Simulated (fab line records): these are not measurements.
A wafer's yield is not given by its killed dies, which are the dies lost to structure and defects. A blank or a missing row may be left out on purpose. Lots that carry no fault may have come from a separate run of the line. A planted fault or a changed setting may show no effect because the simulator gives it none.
fab line records	flow nand_harc
record: lots: 6	wafers: 18	last_day: 34
route steps=1302 shown A_STAIRCASE@738
lots untouched by any fault: they come from a run of this same line in which no faults occurred
start_h: hours from the record's opening day to when the first of the lot's shown wafers began	wait_h: how many hours have passed since the lot's step before this one	" as in the row above	L1.1+2: a row that stands for several wafers	- no value present, or no start provided	* or withheld: withheld	< > ~ a bound
route shown NAME@n: a module of which the file shows steps, and the number in the route of the first	usual: mean/standard deviation taken from wafers without a fault	same: alike in all rows	chamber/n: place in a boat	sites: readings site by site	_std_site: the standard deviation of these	_edge_site: mean of outer sites minus mean of inner sites	radius_mm: how far each site lies from the wafer's centre	mask NAME#n: copy n	behind: the most recent tool/chamber to have shaped the wafer	hold: why the lot went on hold/how many hours it stayed there/how the hold came to an end	device: whichever transistor did not switch (one of n, p or np)	end of line: tests of these same wafers at the route's end	a step given without rows: its recipe and nothing more	killed: count of dies lost to structure and defects at first sort (not the wafer's yield)	map: a wafer's dies, marking killed ones x, the rest . and places with no die _
set.NAME: the setting that was run; set.NAME@STEP: the one run at that earlier step	model.NAME: the simulator's own value behind a step, which no gauge read
lots at selected steps of the route; one table per step, one row per wafer
services: the hour from which a tool's chamber was out of use, counted from the record's first day as start_h (under 0 if before that day), plus the number of hours and why
== steps ==
step: NHARC_A_STAIRCASE_TRIM_224
recipe: time_s: 211.2	o2_flow_sccm: 500	ar_flow_sccm: 0	bias_w: 0	chemistry: O2
step: NHARC_A_STAIRCASE_ETCH_225
recipe: target_depth_a: 1000	time_s: 40.5	ion_energy_ev: 400	c4f8_flow_sccm: 20	o2_flow_sccm: 10	ar_flow_sccm: withheld	rf_w: 600	bias_w: 1000	chemistry: C4F8/O2
usual: oes_product_au: 0.947/0.011	rf_vpp_V: 894/5.8
lot.wafer	tool	chamber	start_h	wait_h	oes_product_au	rf_hours_counter_h	rf_vpp_V
L775.2	rie_diel-08	3	-	-	0.930	10	891
L775.4	"	0	"	"	0.935	9	902
L775.1	"	1	"	"	0.951	9	894
L784.3	rie_diel-10	0	-	-	0.957	21	889
L784.6	"	3	"	"	0.958	-	890
L784.5	"	0	"	"	0.960	-	891
L785.4	rie_diel-07	1	-	-	0.914	12	900
L785.1	"	3	"	"	0.920	10	890
L785.3	"	0	"	"	0.926	9	889
L791.1	rie_diel-10	2	-	-	0.972	51	887
L791.2	"	3	"	"	0.936	42	888
L791.4	"	1	"	"	0.949	54	895
L793.3	rie_diel-07	2	-	-	0.936	35	905
L793.4	"	3	"	"	0.931	32	890
L793.5	"	1	"	"	0.934	-	897
L794.1	rie_diel-08	3	-	-	0.954	9	891
L794.2	"	1	"	"	0.948	15	892
L794.6	"	0	"	"	0.947	-	903
step: NHARC_A_STAIRCASE_TRIM_226
recipe: time_s: 211.2	o2_flow_sccm: 500	ar_flow_sccm: 0	bias_w: 0	chemistry: O2
usual: drypump_motor_current_A: 5.7/0.41	o2_flow_sccm: 500.0/1.7	oes_product_au: 1.003/0.0094	rf_vpp_V: 57.5/0.89	showerhead_plenum_p_Torr: 3.47/0.15	throttle_valve_pct: 17.036/0.0095
lot.wafer	tool	chamber	start_h	wait_h	drypump_motor_current_A	o2_flow_sccm	oes_product_au	rf_hours_counter_h	rf_vpp_V	showerhead_plenum_p_Torr	throttle_valve_pct
L775.4	rie_diel-08	2	-	-	6.5	499.1	1.016	10	58.1	3.67	17.036
L775.2	"	3	"	"	5.7	499.3	0.998	10	57.5	3.40	17.044
L775.1	"	1	"	"	6.6	502.1	1.025	9	58.7	3.47	17.046
L784.3	rie_diel-10	3	-	-	5.4	499.2	1.010	19	57.5	3.35	17.040
L784.6	"	3	"	"	5.5	498.1	1.012	-	57.4	3.35	17.037
L784.5	"	0	"	"	5.5	499.7	1.010	-	56.6	3.38	17.049
L785.3	rie_diel-07	0	-	-	6.0	496.8	0.998	10	58.6	3.30	17.023
L785.4	"	2	"	"	6.2	498.6	0.991	12	57.5	3.77	17.035
L785.1	"	3	"	"	5.4	501.9	0.996	10	57.7	3.37	17.035
L791.2	rie_diel-10	3	-	-	5.4	501.8	0.990	43	57.3	3.34	17.059
L791.4	"	0	"	"	5.5	501.3	1.001	52	58.0	3.37	17.031
L791.1	"	2	"	"	5.6	499.7	1.003	51	56.5	3.30	17.035
L793.4	rie_diel-07	1	-	-	5.3	500.4	0.993	34	57.7	3.60	17.039
L793.3	"	2	"	"	6.2	501.8	1.000	35	58.6	3.76	17.025
L793.5	"	3	"	"	5.5	500.0	0.981	-	58.6	3.36	17.049
L794.2	rie_diel-08	1	-	-	6.6	497.9	1.010	15	58.2	3.43	17.034
L794.1	"	0	"	"	6.0	499.7	0.993	15	58.4	3.71	17.028
L794.6	"	1	"	"	6.6	498.7	1.006	-	57.4	3.43	17.038
step: NHARC_A_STAIRCASE_ETCH_227
recipe: target_depth_a: 1000	time_s: 40.5	ion_energy_ev: 400	c4f8_flow_sccm: 20	o2_flow_sccm: 10	ar_flow_sccm: withheld	rf_w: 600	bias_w: 1000	chemistry: C4F8/O2
step: NHARC_A_STAIRCASE_TRIM_229
recipe: time_s: 211.2	o2_flow_sccm: 500	ar_flow_sccm: 0	bias_w: 0	chemistry: O2
usual: drypump_motor_current_A: 5.9/0.45	o2_flow_sccm: 500.2/1.4	oes_product_au: 1.003/0.0098	rf_vpp_V: 57.7/0.8	showerhead_plenum_p_Torr: 3.51/0.16	throttle_valve_pct: 17.037/0.0085
lot.wafer	tool	chamber	start_h	wait_h	drypump_motor_current_A	o2_flow_sccm	oes_product_au	rf_hours_counter_h	rf_vpp_V	showerhead_plenum_p_Torr	throttle_valve_pct
L775.1	rie_diel-08	3	412.44	0.1	5.7	499.8	1.007	10	56.5	3.40	17.035
L775.2	"	1	"	"	6.6	500.6	1.011	9	57.8	3.47	17.022
L775.4	"	2	"	"	6.5	502.7	1.017	10	58.8	3.67	17.032
L784.3	rie_diel-08	0	493.44	0.1	6.0	500.7	1.004	34	58.5	3.73	17.038
L784.6	"	1	"	"	6.6	499.8	1.021	-	56.8	3.45	17.027
L784.5	"	2	"	"	6.5	499.9	1.009	-	59.4	3.65	17.036
L785.1	rie_diel-08	1	515.62	0.1	6.6	501.3	1.011	42	57.6	3.45	17.056
L785.3	"	2	"	"	6.5	497.9	1.001	44	58.9	3.65	17.026
L785.4	"	3	"	"	5.7	498.9	0.983	43	58.0	3.38	17.038
L791.2	rie_diel-10	3	572.56	0.1	5.4	502.6	1.002	43	56.7	3.34	17.043
L791.1	"	0	"	"	5.5	499.0	1.001	52	57.3	3.37	17.046
L791.4	"	1	"	"	5.3	500.0	1.000	54	57.4	3.53	17.024
L793.3	rie_diel-08	1	593.02	0.1	6.6	499.3	0.998	14	57.1	3.43	17.040
L793.4	"	3	"	"	5.7	500.2	0.996	8	57.9	3.37	17.043
L793.5	"	1	"	"	6.6	500.6	1.007	-	57.1	3.43	17.049
L794.2	rie_diel-08	0	599.04	0.1	5.9	498.9	0.998	15	57.7	3.71	17.041
L794.1	"	1	"	"	6.6	500.3	1.027	15	57.2	3.43	17.033
L794.6	"	2	"	"	6.5	501.1	1.004	-	59.0	3.64	17.036
step: NHARC_A_STAIRCASE_ETCH_230
recipe: target_depth_a: 1000	time_s: 40.5	ion_energy_ev: 400	c4f8_flow_sccm: 20	o2_flow_sccm: 10	ar_flow_sccm: withheld	rf_w: 600	bias_w: 1000	chemistry: C4F8/O2
usual: oes_product_au: 0.956/0.017	rf_vpp_V: 896/5.7
lot.wafer	tool	chamber	start_h	wait_h	oes_product_au	rf_hours_counter_h	rf_vpp_V
L775.4	rie_diel-08	0	-	-	0.932	9	904
L775.1	"	1	"	"	0.938	9	894
L775.2	"	2	"	"	0.958	10	901
L784.3	rie_diel-08	2	-	-	0.956	35	900
L784.6	"	1	"	"	0.976	-	893
L784.5	"	2	"	"	0.950	-	900
L785.1	rie_diel-08	1	-	-	0.945	42	894
L785.4	"	2	"	"	0.946	44	900
L785.3	"	3	"	"	0.945	43	891
L791.2	rie_diel-10	1	-	-	0.942	54	897
L791.4	"	2	"	"	0.959	51	890
L791.1	"	0	"	"	0.949	52	890
L793.3	rie_diel-08	3	-	-	0.974	8	889
L793.4	"	1	"	"	0.973	14	893
L793.5	"	3	"	"	0.978	-	890
L794.1	rie_diel-08	2	-	-	0.939	8	900
L794.2	"	0	"	"	0.959	15	902
L794.6	"	1	"	"	0.951	-	892
step: NHARC_A_STAIRCASE_TRIM_231
recipe: time_s: 211.2	o2_flow_sccm: 500	ar_flow_sccm: 0	bias_w: 0	chemistry: O2
usual: drypump_motor_current_A: 5.9/0.46	o2_flow_sccm: 499.7/1.4	oes_product_au: 1.002/0.011	rf_vpp_V: 57.8/0.85	showerhead_plenum_p_Torr: 3.51/0.16	throttle_valve_pct: 17.037/0.0087
lot.wafer	tool	chamber	start_h	wait_h	drypump_motor_current_A	o2_flow_sccm	oes_product_au	rf_hours_counter_h	rf_vpp_V	showerhead_plenum_p_Torr	throttle_valve_pct
L775.2	rie_diel-08	1	-	-	6.6	498.6	1.006	9	57.2	3.47	17.035
L775.4	"	3	"	"	5.7	497.6	1.009	10	55.8	3.40	17.026
L775.1	"	0	"	"	6.0	497.7	1.003	9	56.6	3.74	17.051
L784.3	rie_diel-08	3	-	-	5.7	501.2	0.996	35	57.4	3.38	17.022
L784.5	"	3	"	"	5.6	500.3	1.003	-	57.3	3.38	17.022
L784.6	"	0	"	"	6.0	499.7	0.997	-	58.6	3.73	17.046
L785.3	rie_diel-08	1	-	-	6.6	500.3	1.013	42	57.2	3.45	17.025
L785.1	"	2	"	"	6.5	500.1	1.001	45	58.1	3.65	17.044
L785.4	"	0	"	"	6.0	500.1	1.009	41	57.6	3.72	17.055
L791.2	rie_diel-10	0	-	-	5.5	501.4	1.011	52	56.8	3.37	17.043
L791.4	"	2	"	"	5.6	499.7	1.022	51	59.5	3.30	17.041
L791.1	"	3	"	"	5.5	500.2	1.007	43	56.4	3.34	17.040
L793.4	rie_diel-08	1	-	-	6.6	499.4	1.008	14	58.4	3.43	17.039
L793.3	"	2	"	"	6.5	499.5	1.000	7	57.9	3.64	17.036
L793.5	"	1	"	"	6.6	498.2	1.003	-	57.1	3.43	17.029
L794.1	rie_diel-08	3	-	-	5.7	500.3	0.998	9	56.9	3.37	17.031
L794.2	"	2	"	"	6.5	500.8	0.996	8	58.4	3.63	17.037
L794.6	"	0	"	"	6.0	499.6	0.996	-	58.1	3.71	17.037
step: NHARC_A_STAIRCASE_ETCH_232
recipe: target_depth_a: 1000	time_s: 40.5	ion_energy_ev: 400	c4f8_flow_sccm: 20	o2_flow_sccm: 10	ar_flow_sccm: withheld	rf_w: 600	bias_w: 1000	chemistry: C4F8/O2
step: NHARC_A_STAIRCASE_TRIM_233
recipe: time_s: 211.2	o2_flow_sccm: 500	ar_flow_sccm: 0	bias_w: 0	chemistry: O2
step: NHARC_A_STAIRCASE_ETCH_234
recipe: target_depth_a: 1000	time_s: 40.5	ion_energy_ev: 400	c4f8_flow_sccm: 20	o2_flow_sccm: 10	ar_flow_sccm: withheld	rf_w: 600	bias_w: 1000	chemistry: C4F8/O2
step: NHARC_A_STAIRCASE_TRIM_235
recipe: time_s: 211.2	o2_flow_sccm: 500	ar_flow_sccm: 0	bias_w: 0	chemistry: O2
step: NHARC_A_STAIRCASE_ETCH_236
recipe: target_depth_a: 1000	time_s: 40.5	ion_energy_ev: 400	c4f8_flow_sccm: 20	o2_flow_sccm: 10	ar_flow_sccm: withheld	rf_w: 600	bias_w: 1000	chemistry: C4F8/O2
usual: oes_product_au: 0.947/0.012	rf_vpp_V: 895/5.6
lot.wafer	tool	chamber	start_h	wait_h	oes_product_au	rf_hours_counter_h	rf_vpp_V
L775.2	rie_diel-08	2	413.33	-	0.966	10	901
L775.4	"	3	"	"	0.928	11	892
L775.1	"	1	"	"	0.957	9	894
L784.3	rie_diel-08	1	494.27	-	0.979	34	892
L784.5	"	3	"	"	0.943	-	892
L784.6	"	0	"	"	1.153	-	904
L785.4	rie_diel-08	1	516.77	-	0.957	43	892
L785.1	"	3	"	"	0.932	44	890
L785.3	"	0	"	"	1.146	41	903
L791.4	rie_diel-10	0	573.42	-	0.952	53	890
L791.2	"	1	"	"	0.955	54	896
L791.1	"	3	"	"	0.944	43	891
L793.4	rie_diel-08	3	593.90	-	0.943	8	890
L793.3	"	0	"	"	0.948	15	900
L793.5	"	2	"	"	0.942	-	901
L794.1	rie_diel-08	1	599.89	-	0.957	15	893
L794.2	"	3	"	"	0.949	9	889
L794.6	"	1	"	"	0.965	-	892
== services ==
tool	chamber	start_h	hours	kind
rie_diel-10	1	394.34	6.8	repair
rie_diel-08	0	403.35	-	clean
rie_diel-08	1	403.35	-	clean
rie_diel-08	2	403.35	-	clean
rie_diel-08	3	403.35	-	clean
rie_diel-10	3	419.27	15.5	repair
rie_diel-10	-	420.36	9.0	pm
rie_diel-08	0	427.85	-	clean
rie_diel-08	1	427.85	-	clean
rie_diel-08	2	427.85	-	clean
rie_diel-08	3	427.85	-	clean
rie_diel-10	1	436.12	3.5	repair
rie_diel-08	0	452.35	-	clean
rie_diel-08	1	452.35	-	clean
rie_diel-08	2	452.35	-	clean
rie_diel-08	3	452.35	-	clean
rie_diel-07	-	473.60	9.0	pm
rie_diel-08	0	478.53	-	clean
rie_diel-08	1	478.53	-	clean
rie_diel-08	-	546.81	9.0	pm
rie_diel-08	1	569.81	4.9	repair
rie_diel-08	2	575.61	5.2	repair
rie_diel-08	3	575.88	4.1	repair
rie_diel-10	-	597.36	9.0	pm
== key ==
first_sign: step: NHARC_A_STAIRCASE_ETCH_236	reading: oes_product_au	direction: up	sigmas: 16	usual: 0.947	struck: 1.149
effect none on later readings
met_at NHARC_A_STAIRCASE_ETCH_236
struck_wafers L784.6,L785.3
later_rows_left_out L784.6,L785.3
sort_left_out L784.6,L785.3
tester_left_out L784,L785
fault: kind: process_parameter_drift	tool: rie_diel-08	chamber: 0	onset_h: 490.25	steps: NHARC_A_STAIRCASE_ETCH_236	channel: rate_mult	offset: 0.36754	shape: step	end_h: 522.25
tester_left_out: of these lots the tester's yield and bins aren't shown, on N5 and GAA mostly nor the transistor test; their killed dies are dies lost to structure and defects alone, not to doping, threshold or leakage, so they don't give the yield
sort_left_out: the simulated sort isn't trusted on such a fault, so these wafers' sort isn't shown, and their yield isn't known
later_rows_left_out: the simulator's readings of these wafers behind a module that went badly wrong aren't trusted and aren't shown, but for the sort
